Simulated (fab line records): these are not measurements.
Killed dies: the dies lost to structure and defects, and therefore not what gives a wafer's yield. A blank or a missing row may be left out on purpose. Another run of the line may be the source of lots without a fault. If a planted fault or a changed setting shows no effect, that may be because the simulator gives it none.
Matching of chambers ; flow n5Finfet ; N5_GATE_CUT_CMP_23 on cmp-02 has 4 sister chambers
The step polishes, stops on SiO2, t overpolish 23.4 s, target thk 16 nm. 22 wafers are shown with their chamber, then 11 later ones without.

WAFERS WITH THEIR CHAMBER
wafer;chamber;motorCurrentA (A);timeToEndpointS (s);overpolishRunS (s)
L076.4;0;9.9;17.7;23.407
L076.5;1;9.7;19.2;23.405
L076.6;2;9.9;19.8;23.401
L077.2;0;9.9;19.7;23.409
L077.3;3;8.5;21.8;23.395
L077.6;0;9.3;20.9;23.404
L078.1;1;9.7;22.2;23.404
L078.5;3;8.3;19.3;23.407
L078.6;2;10.0;20.6;23.404
L080.3;2;9.9;18.8;23.396
L080.4;0;9.3;17.3;23.408
L080.5;3;8.3;18.2;23.401
L082.3;0;9.5;19.8;23.399
L082.5;2;10.2;24.2;23.411
L082.6;3;8.3;19.6;23.397
L088.4;2;9.7;19.1;23.380
L088.5;3;8.4;21.7;23.413
L088.6;2;9.7;21.6;23.404
L091.2;0;9.7;16.3;23.401
L091.4;1;9.9;22.8;23.401
L091.6;1;9.7;20.2;23.388
L093.2;3;8.6;18.5;23.418

SIGNATURES (averages over the wafers above)
reading;chamber 0;chamber 1;chamber 2;chamber 3;scatter within a chamber
motorCurrentA;9.600;9.750;9.900;8.400;0.193
timeToEndpointS;18.617;21.100;20.683;19.850;1.77
overpolishRunS;23.40467;23.39950;23.39933;23.40517;0.00833
Rule: a wafer lies at a distance from a chamber equal to the root of the sum of squares, over the readings, of (its reading less the chamber's mean, divided by the reading's scatter). The wafer belongs to the nearest chamber; if the next one is less than 2 further off, it can't be placed. How the scatter is found: for the shown wafers, subtract from each reading the mean of its chamber, square and add these, divide the total by (wafers less chambers), then take the root.

WAFERS MISSING THEIR CHAMBER
wafer;motorCurrentA (A);timeToEndpointS (s);overpolishRunS (s)
L093.4;9.9;20.1;23.398
L093.5;10.2;19.8;23.401
L095.2;8.2;18.6;23.418
L095.5;9.8;19.4;23.405
L095.6;10.2;25.2;23.402
L096.2;8.5;17.6;23.388
L096.4;10.0;18.3;23.411
L096.5;9.3;19.6;23.405
L097.3;10.1;16.1;23.407
L097.4;9.7;21.1;23.389
L097.5;8.8;17.7;23.397

WHICH CHAMBER EACH WENT THROUGH
wafer;from the rows above;in truth
L093.4;can't be placed: 2 or 1 or 0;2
L093.5;can't be placed: 2 or 1 or 0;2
L095.2;3;3
L095.5;can't be placed: 2 or 0 or 1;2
L095.6;can't be placed: 2 or 1 or 0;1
L096.2;3;3
L096.4;can't be placed: 2 or 0 or 1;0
L096.5;can't be placed: 0 or 1 or 2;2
L097.3;can't be placed: 2 or 0 or 1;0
L097.4;can't be placed: 1 or 2 or 0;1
L097.5;can't be placed: 3 or 0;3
Placed correctly: 2 of 11. Can't be placed from these rows: 9 (the true chamber is among the candidates in 9). Number placed wrongly: 0.
